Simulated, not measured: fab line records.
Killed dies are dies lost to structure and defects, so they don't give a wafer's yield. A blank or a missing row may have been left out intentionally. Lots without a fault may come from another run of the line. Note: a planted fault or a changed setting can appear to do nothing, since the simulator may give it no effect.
fab line records	flow n5-finfet
record lots=11	wafers=33	last-day=18
route steps=1938 shown BEOL_M15@1784 PASSIVATION@1936
lots with no fault: from the same line, run without faults
start-h: start of the lot's first displayed wafer, in hours after the record's first day	wait-h: hours since the lot's step before	" as in the row above	L1.1+2: a single row standing in for several wafers	- either no value or no given start	* or withheld: withheld	< > ~ a bound
route shown NAME@n: names a module that has steps shown in the file, with the first one's number in the route	usual: mean/standard deviation taken from wafers without a fault	same: alike in all rows	chamber/n: place in a boat	sites: readings site by site	_std_site: the values' standard deviation	_edge_site: mean of outer sites minus mean of inner sites	radius-mm: how far each site lies from the wafer's centre	mask NAME#n: copy n	behind: the last tool/chamber to shape the wafer	hold: cause of the lot's hold/its duration in hours/its outcome	device: which transistor (n, p or np) failed to switch	end of line: tests of these same wafers at the route's end	a step with no rows: only its recipe	killed: at the first sort, the dies lost to defects and structure; wafer yield is something else	map: a wafer's dies, x killed, . not, _ none there
set.NAME: the setting that was run; set.NAME@STEP: the one run at that earlier step	model.NAME: the simulator's own value behind a step, which no gauge read
the route's steps for a sample of lots (tables are steps, rows are wafers)
services: from which hour (start-h, from the record's first day; less than 0 if before it) a tool's chamber was out of use, for how many hours, and why
## steps
# step N5_BEOL_M15_OVL_MEAS_11
# recipe points-per-wafer=44
# usual V14_OVL=0/5.1
lot.wafer	tool	chamber	start-h	wait-h	V14_OVL[nm]
L233.1	overlay-01	0	297.41	0.0	-6
L233.3	"	0	"	"	-3
L233.6	"	0	"	"	-8
L232.1	overlay-01	0	298.50	0.0	-2
L232.3	"	0	"	"	-7
L232.5	"	0	"	"	-9
L237.1	overlay-02	0	324.20	0.0	5
L237.2	"	0	"	"	-4
L237.4	"	0	"	"	-3
L243.2	overlay-01	0	338.20	0.0	-3
L243.4	"	0	"	"	-1
L243.6	"	0	"	"	-10
L240.1	overlay-02	0	338.60	0.0	7
L240.4	"	0	"	"	7
L240.6	"	0	"	"	3
L241.1	overlay-01	0	344.21	0.0	-5
L241.2	"	0	"	"	3
L241.5	"	0	"	"	1
L244.2	overlay-01	0	370.79	0.0	1
L244.4	"	0	"	"	0
L244.5	"	0	"	"	-5
L250.2	overlay-01	0	404.05	0.0	7
L250.3	"	0	"	"	16
L250.5	"	0	"	"	8
L253.1	overlay-01	0	408.63	0.0	8
L253.3	"	0	"	"	8
L253.4	"	0	"	"	2
L252.3	overlay-01	0	413.86	0.0	-3
L252.4	"	0	"	"	-2
L252.5	"	0	"	"	-1
L254.1	overlay-01	0	416.55	0.0	1
L254.3	"	0	"	"	-1
L254.4	"	0	"	"	3
# step N5_BEOL_M15_EXPOSE_25
# recipe mask-id=M15	na=0.8	source-shape=annular	sigma-inner=0.5	sigma-outer=0.8	polarization=unpolarized	target-cd-nm=400	dose-mj=35.5
# usual exposure-dose-mJ-cm2=35.47/0.037
# same na=0.8
lot.wafer	tool	chamber	start-h	wait-h	mask	exposure-dose-mJ-cm2
L233.1	krf-scanner-02	0	298.67	-	M15#0	35.49
L233.3	"	0	"	"	M15#0	35.52
L233.6	"	0	"	"	M15#0	35.54
L232.1	krf-scanner-02	0	299.99	-	M15#0	35.42
L232.3	"	0	"	"	M15#0	35.48
L232.5	"	0	"	"	M15#0	35.44
L237.1	krf-scanner-01	0	326.12	-	M15#0	35.44
L237.2	"	0	"	"	M15#0	35.45
L237.4	"	0	"	"	M15#0	35.43
L243.2	krf-scanner-02	0	339.51	-	M15#0	35.54
L243.4	"	0	"	"	M15#0	35.49
L243.6	"	0	"	"	M15#0	35.47
L240.1	krf-scanner-01	0	340.63	-	M15#0	35.44
L240.4	"	0	"	"	M15#0	35.42
L240.6	"	0	"	"	M15#0	35.44
L241.1	krf-scanner-01	0	345.47	-	M15#0	35.50
L241.2	"	0	"	"	M15#0	35.46
L241.5	"	0	"	"	M15#0	35.46
L244.2	krf-scanner-02	0	372.67	-	M15#0	34.45
L244.4	"	0	"	"	M15#0	34.47
L244.5	"	0	"	"	M15#0	34.49
L250.2	krf-scanner-02	0	405.44	-	M15#0	34.63
L250.3	"	0	"	"	M15#0	34.65
L250.5	"	0	"	"	M15#0	34.67
L253.1	krf-scanner-01	0	409.88	-	M15#0	35.40
L253.3	"	0	"	"	M15#0	35.43
L253.4	"	0	"	"	M15#0	35.45
L252.3	krf-scanner-01	0	415.96	-	M15#0	35.47
L252.4	"	0	"	"	M15#0	35.39
L252.5	"	0	"	"	M15#0	35.43
L254.1	krf-scanner-01	0	418.09	-	M15#0	35.42
L254.3	"	0	"	"	M15#0	35.41
L254.4	"	0	"	"	M15#0	35.42
# step N5_BEOL_M15_TRENCH_ETCH_34
# recipe chemistry=C4F8/O2/Ar	target=SiO2	target-depth-a=8729.3	he-inner-torr=15	he-outer-torr=30	time-s=199	ion-energy-ev=800	pressure-mtorr=20	source-w=1905	bias-w=2040	Ar_flow_sccm=400	C4F8_flow_sccm=16	O2_flow_sccm=12
# usual drypump-motor-current-A=5.8/0.58	he-outer-torr=30.00/0.065	oes-product-au=0.77/0.083	rf-vpp-V=2217/38	showerhead-plenum-p-Torr=3.39/0.1	throttle-valve-pct=30.89/0.22
lot.wafer	tool	chamber	start-h	wait-h	drypump-motor-current-A	he-outer-torr	oes-product-au	rf-hours-counter-h	rf-vpp-V	showerhead-plenum-p-Torr	throttle-valve-pct
L233.1	rie-diel-02	3	299.01	0.0	6.8	29.94	0.79	127	2253	3.33	31.38
L233.3	"	0	"	"	5.4	30.09	0.83	88	2252	3.44	30.58
L233.6	"	2	"	"	6.5	30.02	0.77	-	2161	3.34	30.94
L232.1	rie-diel-06	3	300.34	0.0	4.9	30.05	0.71	188	2265	3.43	31.04
L232.3	"	1	"	"	6.1	29.88	0.68	229	2219	3.52	31.08
L232.5	"	1	"	"	6.0	29.87	0.68	-	2219	3.52	31.08
L237.1	rie-diel-06	2	326.47	0.0	5.7	29.87	0.73	180	2144	3.27	30.81
L237.2	"	0	"	"	6.5	30.00	0.83	57	2207	3.48	30.73
L237.4	"	1	"	"	6.0	29.94	0.67	237	2219	3.51	31.07
L243.2	rie-diel-06	0	340.51	0.0	6.5	30.11	0.84	61	2208	3.48	30.75
L243.4	"	3	"	"	4.9	29.88	0.70	201	2263	3.42	31.05
L243.6	"	2	"	"	5.7	30.05	0.73	-	2146	3.26	30.82
L240.1	rie-diel-04	0	340.98	0.0	6.0	30.03	0.85	80	2250	3.36	30.89
L240.4	"	1	"	"	5.1	30.05	0.82	85	2227	3.45	30.85
L240.6	"	2	"	"	5.2	30.02	0.67	-	2205	3.25	30.72
L241.1	rie-diel-04	0	345.81	0.0	6.0	29.92	0.85	82	2251	3.36	30.90
L241.2	"	3	"	"	5.6	30.07	0.75	172	2194	3.30	31.01
L241.5	"	0	"	"	6.0	30.03	0.85	-	2252	3.36	30.91
L244.2	rie-diel-06	2	373.29	0.0	5.7	29.98	0.73	192	2145	3.26	30.84
L244.4	"	3	"	"	4.9	30.04	0.69	211	2263	3.42	31.07
L244.5	"	2	"	"	5.7	30.13	0.73	-	2146	3.26	30.85
L250.2	rie-diel-04	0	405.82	0.0	6.0	30.13	0.82	100	2252	3.35	30.92
L250.3	"	2	"	"	5.2	30.09	0.96	12	2241	3.64	30.74
L250.5	"	3	"	"	5.6	30.05	0.73	-	2192	3.29	31.00
L253.1	rie-diel-06	1	410.23	0.0	6.0	30.00	1.01	1	2218	3.50	31.00
L253.3	"	3	"	"	4.9	30.04	0.68	224	2264	3.41	31.08
L253.4	"	0	"	"	6.5	29.95	0.81	84	2206	3.46	30.78
L252.3	rie-diel-04	3	416.30	0.0	5.6	29.91	0.74	194	2192	3.29	31.03
L252.4	"	1	"	"	5.2	29.91	0.81	108	2226	3.44	30.92
L252.5	"	1	"	"	5.1	29.97	0.80	-	2227	3.44	30.90
L254.1	rie-diel-06	3	419.50	0.0	4.9	29.94	0.68	228	2263	3.41	31.10
L254.3	"	2	"	"	5.7	30.02	0.71	208	2143	3.25	30.85
L254.4	"	0	"	"	6.5	29.90	0.81	88	2206	3.46	30.78
# step N5_BEOL_M15_STRIP_36
# recipe chemistry=O2	power-w=600	temp-c=60	pressure-mtorr=30	rf-frequency-hz=6e+07	bias-power-w=0	overash-fraction=0.3	o2-flow-sccm=225
# usual drypump-motor-current-A=5.8/0.58	oes-product-au=0.77/0.08	rf-vpp-V=3.7/0.89	showerhead-plenum-p-Torr=2.07/0.069	throttle-valve-pct=16.75/0.18
lot.wafer	tool	chamber	start-h	wait-h	drypump-motor-current-A	oes-product-au	rf-hours-counter-h	rf-vpp-V	showerhead-plenum-p-Torr	throttle-valve-pct
L233.1	rie-diel-02	1	299.56	0.4	6.4	0.71	195	3.6	2.16	16.42
L233.3	"	2	"	"	6.6	0.77	108	3.1	2.03	16.59
L233.6	"	2	"	"	6.5	0.78	-	3.2	2.03	16.55
L232.1	rie-diel-02	0	303.77	3.2	5.4	0.83	89	3.4	2.11	16.49
L232.3	"	1	"	"	6.4	0.72	196	3.4	2.16	16.43
L232.5	"	1	"	"	6.4	0.71	-	5.1	2.16	16.46
L237.1	rie-diel-04	1	330.74	4.1	5.1	0.81	83	3.4	2.12	16.78
L237.2	"	3	"	"	5.6	0.74	167	2.9	2.01	16.91
L237.4	"	0	"	"	6.0	0.85	77	4.5	2.04	16.59
L243.2	rie-diel-04	1	342.60	1.9	5.1	0.81	86	1.6	2.12	16.79
L243.4	"	3	"	"	5.6	0.75	170	3.2	2.01	16.91
L243.6	"	1	"	"	5.1	0.82	-	2.5	2.12	16.78
L240.1	rie-diel-06	3	342.62	1.5	4.9	0.71	203	2.8	2.07	16.81
L240.4	"	1	"	"	6.0	0.67	241	4.6	2.15	17.06
L240.6	"	2	"	"	5.7	0.72	-	3.3	1.99	16.86
L241.1	rie-diel-04	1	347.11	1.1	5.1	0.82	88	4.4	2.12	16.81
L241.2	"	0	"	"	6.0	0.84	82	4.4	2.04	16.59
L241.5	"	2	"	"	5.2	0.65	-	4.0	1.98	16.88
L244.2	rie-diel-06	2	378.51	5.0	5.7	0.73	193	4.1	1.98	16.84
L244.4	"	3	"	"	5.0	0.70	-	3.7	2.07	16.83
L244.5	"	0	"	"	6.5	0.84	-	4.1	2.13	16.60
L250.2	rie-diel-04	0	406.10	0.1	6.0	0.83	100	4.0	2.03	16.63
L250.3	"	2	"	"	5.2	0.96	12	3.4	2.24	16.49
L250.5	"	3	"	"	5.6	0.74	-	3.4	2.01	16.93
L253.1	rie-diel-06	1	410.65	0.2	6.0	1.00	2	4.1	2.15	16.64
L253.3	"	0	"	"	6.5	0.81	84	3.1	2.12	16.61
L253.4	"	2	"	"	5.7	0.71	205	2.6	1.98	16.90
L252.3	rie-diel-06	0	416.78	0.3	6.5	0.81	86	3.0	2.13	16.62
L252.4	"	2	"	"	5.7	0.71	207	4.7	1.98	16.88
L252.5	"	3	"	"	4.9	0.69	-	2.1	2.06	16.86
L254.1	rie-diel-04	0	419.80	0.1	6.0	0.83	105	4.5	2.03	16.63
L254.3	"	1	"	"	5.1	0.79	110	3.4	2.11	16.85
L254.4	"	2	"	"	5.2	0.95	17	4.4	2.24	16.52
# step N5_PASSIVATION_PROBE_49
# usual defect-limited-yield=91.0/1.4	killed_at_M0_to_M3=33/11	killed_at_M4_up=14/5	killed-at-contacts=11/7.3	killed-at-front-end=43/12	killed-at-other=4/3.1	killed-dies=106/17	killed-open=69/13	killed-short=34/8.7	sort_bin_5_function=5.2/0.96	sort_bin_6_memory=3.3/0.66	sort_bin_8_speed=0.00/0.012	sort-n-pass=1074/17	sort-yield-pct=91.0/1.4
# same gross-dies=1180	killed-at-back-side=0	sort_bin_4_leakage[%]=0
lot.wafer	tool	chamber	start-h	wait-h	defect-limited-yield[%]	killed_at_M0_to_M3	killed_at_M4_up	killed-at-contacts	killed-at-front-end	killed-at-other	killed-dies	killed-open	killed-short	sort_bin_5_function[%]	sort_bin_6_memory[%]	sort_bin_8_speed[%]	sort-n-pass	sort-yield-pct[%]
L250.2	prober-01	-	424.99	0.1	92.1	28	10	10	43	2	93	64	26	4.5	3.1	0	1087	92.1
L250.3	prober-01	-	425.04	0.1	93.7	17	7	10	39	1	74	47	23	3.4	2.5	0	1106	93.7
L250.5	prober-01	-	425.14	0.2	92.4	24	12	20	32	2	90	61	28	4.6	3.0	0	1090	92.4
# killed by level:class
L250.2 FIN_SAQP:geometric-particle:open=10 MOL_CONTACT_COAG:geometric-particle:open=8 BEOL_M0_SAQP:geometric-particle:open=8 FIN_SAQP:geometric-particle:short=7 STI_FIN_REVEAL:geometric-particle:open=7 BEOL_M0:geometric-particle:open=6 BEOL_M0_SAQP:geometric-particle:short=6 DUMMY_GATE:geometric-particle:open=4
L250.3 FIN_SAQP:geometric-particle:short=13 FIN_SAQP:geometric-particle:open=10 MOL_CONTACT_COAG:geometric-particle:open=10 BEOL_M2:geometric-particle:open=8 DUMMY_GATE:geometric-particle:open=5 BEOL_M0_SAQP:geometric-particle:open=3 STI_FIN_REVEAL:geometric-particle:open=2 DUMMY_GATE:geometric-particle:short=2
L250.5 MOL_CONTACT_COAG:geometric-particle:open=18 BEOL_M3:geometric-particle:open=11 STI_FIN_REVEAL:geometric-particle:open=7 STI_FIN_REVEAL:geometric-particle:short=6 BEOL_M0_SAQP:geometric-particle:short=4 BEOL_M5:geometric-particle:open=4 FIN_SAQP:geometric-particle:open=3 FIN_SAQP:geometric-particle:short=3
## services
tool	chamber	start-h	hours	kind
krf-scanner-02	0	274.99	-	calibration
krf-scanner-02	-	294.53	2.9	repair
rie-diel-06	3	296.14	2.1	repair
krf-scanner-01	-	313.60	1.3	pm
krf-scanner-01	0	321.09	-	calibration
krf-scanner-01	-	321.73	1.0	pm
rie-diel-02	2	333.65	4.7	repair
krf-scanner-02	-	341.44	4.0	repair
rie-diel-04	2	352.44	-	clean
rie-diel-04	2	352.44	-	consumable-replace:focus-ring
rie-diel-04	2	352.44	-	consumable-replace:showerhead
rie-diel-04	2	352.44	16.8	scheduled-down
rie-diel-04	2	352.44	16.8	vent-cycle
krf-scanner-02	-	364.86	1.3	pm
rie-diel-06	1	373.44	-	clean
rie-diel-06	1	373.44	-	consumable-replace:focus-ring
rie-diel-06	1	373.44	28.9	scheduled-down
rie-diel-06	1	373.44	28.9	vent-cycle
krf-scanner-02	-	402.54	0.8	pm
rie-diel-02	0	410.64	6.7	repair
rie-diel-02	3	411.52	9.5	repair
## key
first-sign step=N5_BEOL_M15_EXPOSE_25	reading=exposure-dose-mJ-cm2	direction=down	sigmas=25	usual=35.47	struck=34.56
effect none on later readings
met-at N5_BEOL_M15_EXPOSE_25
struck-lots L244,L250
loop-trim step=N5_BEOL_M15_EXPOSE_25	setting=dose	lots=L250
not-acting-at N5_BEOL_M15_OVL_MEAS_11,N5_BEOL_M15_TRENCH_ETCH_34,N5_BEOL_M15_STRIP_36
onset-between 339.51 372.67
fault kind=process-parameter-drift	tool=krf-scanner-02	chamber=-	onset-h=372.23	steps=N5_BEOL_M15_EXPOSE_25	channel=dose-mj	offset=-0.99471	shape=step	acts-in=these-recipes-only	stated=35.5
# loop-trim: a control loop set the setting to another value than it would have without faults
